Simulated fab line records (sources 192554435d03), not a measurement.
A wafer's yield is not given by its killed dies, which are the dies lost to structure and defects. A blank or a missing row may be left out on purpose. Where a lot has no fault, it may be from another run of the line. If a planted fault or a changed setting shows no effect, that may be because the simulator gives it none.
Matching of chambers -- flow n5-finfet -- rie-diel-06 running N5_WELL_APT_DESCUM_30: 4 sister chambers
The step chemistry O2, time 7.9 s. 16 wafers are shown with their chamber, then 8 later ones without.

WAFERS PAIRED WITH THEIR CHAMBERS
wafer,chamber,drypump-motor-current-A (A),throttle-valve-pct (%),showerhead-plenum-p-Torr (Torr)
L077.1,1,5.7,20.41,2.16
L077.2,2,5.1,20.55,2.02
L077.3,3,6.7,20.55,1.96
L077.4,1,5.7,20.41,2.16
L077.5,3,6.8,20.56,1.96
L077.6,2,5.1,20.55,2.02
L083.3,0,6.4,19.85,2.22
L083.5,0,6.4,19.83,2.22
L083.6,3,6.7,20.26,2.22
L084.3,2,5.1,20.58,2.01
L084.4,1,5.7,20.44,2.16
L084.5,2,5.1,20.60,2.01
L088.3,2,5.1,20.58,2.01
L088.4,3,6.8,20.31,2.22
L088.6,0,6.4,19.86,2.21
L089.1,3,6.8,20.28,2.22

SIGNATURES, as means of the wafers listed above
reading,chamber 0,chamber 1,chamber 2,chamber 3,scatter within a chamber
drypump-motor-current-A,6.400,5.700,5.100,6.760,0.0316
throttle-valve-pct,19.8467,20.4200,20.5720,20.3920,0.088
showerhead-plenum-p-Torr,2.2167,2.1600,2.0140,2.1160,0.0823
Rule: for a wafer and a chamber, the distance is found by dividing, reading by reading, the gap between the wafer's reading and the chamber's mean by the reading's scatter, squaring, summing and taking the root. The wafer belongs to the nearest chamber; if the next one is less than 2 further off, it can't be placed. The scatter is the square root of a quotient: the sum, over the shown wafers, of each reading's squared deviation from its chamber's mean, divided by wafers minus chambers.

WAFERS WITH NO CHAMBER GIVEN
wafer,drypump-motor-current-A (A),throttle-valve-pct (%),showerhead-plenum-p-Torr (Torr)
L089.2,5.7,20.46,2.15
L089.3,6.4,19.85,2.21
L089.4,5.1,20.61,2.01
L089.5,5.1,20.61,2.01
L089.6,6.8,20.31,2.22
L096.2,6.8,20.31,2.21
L096.3,5.1,20.62,2.01
L096.4,6.4,19.87,2.21

WHICH CHAMBER EACH WENT THROUGH
wafer,from the rows above,in truth
L089.2,1,1
L089.3,0,0
L089.4,2,2
L089.5,2,2
L089.6,3,3
L096.2,3,3
L096.3,2,2
L096.4,0,0
Correctly placed: 8 of 8. Number that these rows cannot place: 0. Number placed wrongly: 0.
